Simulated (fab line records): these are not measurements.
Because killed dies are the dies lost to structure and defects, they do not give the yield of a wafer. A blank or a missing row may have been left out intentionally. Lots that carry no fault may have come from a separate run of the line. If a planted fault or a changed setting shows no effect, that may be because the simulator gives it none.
Lot-split experiment | flow n5_finfet | on a route of 1938 steps: 7 lots, 21 wafers read

== ON THE SPLIT ==
At N5_BEOL_M14_TRENCH_ETCH_34 (etches SiO2 in C4F8/O2/Ar, target depth 556.65 nm, time 126.9 s), the setting time_s was moved away from the recipe's 126.9 s on 7 of the 21 wafers read, by -18.2% to +6.9%. For the rest of the wafers, this setting stayed at what the recipe calls for.

== FROM THE SPLIT TO THE READING: what the file shows between them, 3 steps ==
- N5_BEOL_M14_STRIP_70: strips in C4F8/O2/Ar
- N5_BEOL_M14_PRE_CLEAN_52: time 15 s
- N5_BEOL_M14_DEP_53: deposits SiCN from 3MS/NH3, target thk 50 nm, time 17.8 s

== THE READING ==
M14_RS (ohm/sq), read at N5_BEOL_M14_RS_MEAS_54 with a four-point probe. Fault-free wafers of this fab line usually give 0.0331 ohm/sq, standard deviation 0.001 ohm/sq.

wafer  | tool, chamber at the split | time_s as run, s | against the recipe | M14_RS, ohm/sq | against lot-mates on the recipe
L074.1 | rie_diel-05, 1             | 109.9            | -13.4%             | 0.0386         | +0.0053
L074.2 | rie_diel-05, 0,2           | 126.9            | recipe             | 0.0322         | -
L074.3 | rie_diel-05, 0,2           | 126.9            | recipe             | 0.0344         | -
L079.2 | rie_diel-01, 3,0,3         | 126.9            | recipe             | 0.0352         | -
L079.4 | rie_diel-01, 3,0,3         | 126.9            | recipe             | 0.0335         | -
L079.6 | rie_diel-01, 3,0,3         | 126.9            | recipe             | 0.0356         | -
L083.2 | rie_diel-05, 1,2,3         | 126.9            | recipe             | 0.0335         | -
L083.3 | rie_diel-05, 1,2,3         | 126.9            | recipe             | 0.0340         | -
L083.4 | rie_diel-05, 1,2,3         | 126.9            | recipe             | 0.0321         | -
L087.4 | rie_diel-04, 2             | 126.9            | recipe             | 0.0338         | -
L087.5 | rie_diel-04, 1,2           | 135.7            | +6.9%              | 0.0309         | -0.0029
L087.6 | rie_diel-04, 1,2           | 135.7            | +6.9%              | 0.0314         | -0.0024
L092.1 | rie_diel-04, 0,1,2         | 126.9            | recipe             | 0.0321         | -
L092.3 | rie_diel-04, 0,1,2         | 126.9            | recipe             | 0.0332         | -
L092.4 | rie_diel-04, 0,1,2         | 126.9            | recipe             | 0.0339         | -
L094.3 | rie_diel-04, 3             | 126.9            | recipe             | 0.0312         | -
L094.5 | rie_diel-04, 1,2           | 135.7            | +6.9%              | 0.0315         | +0.0003
L094.6 | rie_diel-04, 1,2           | 135.7            | +6.9%              | 0.0316         | +0.0004
L095.1 | rie_diel-01, 3             | 126.9            | recipe             | 0.0344         | -
L095.3 | rie_diel-01, 0,2           | 103.8            | -18.2%             | 0.0417         | +0.0073
L095.4 | rie_diel-01, 0,2           | 103.8            | -18.2%             | 0.0402         | +0.0058
The file does not say which wafer passed through which chamber wherever a row lists several chambers: such a row stands for several wafers.

THE FIT
A straight line over all 21 wafers: M14_RS changes by -0.000383 ohm/sq for each +1% of time_s; r = -0.93; the points scatter about the line by 0.0011 ohm/sq.
The same after taking each lot's own level away (the mean of its wafers on the recipe; 21 wafers): -0.000323 ohm/sq for each +1%; r = -0.91; scatter 0.0011 ohm/sq.
That fit puts the effect of the largest move of time_s on the reading at 0.0059 ohm/sq.
From 0.03120 to 0.03477 ohm/sq: that is the span of the lots' own levels, equal to 3.6 times the standard deviation above.
In other words, the slope is changed by the lot-to-lot level; the two fits disagree.
Check: for one of the wafers moved furthest among these (-18.2%), held out of the fit, the line's prediction against its lot-mates is +0.00564 ohm/sq. It came out at +0.0073 ohm/sq against them.

== FILE'S OWN FIT ==
M14_RS changes by -0.00034 ohm/sq for each +1% of time_s, r = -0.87.
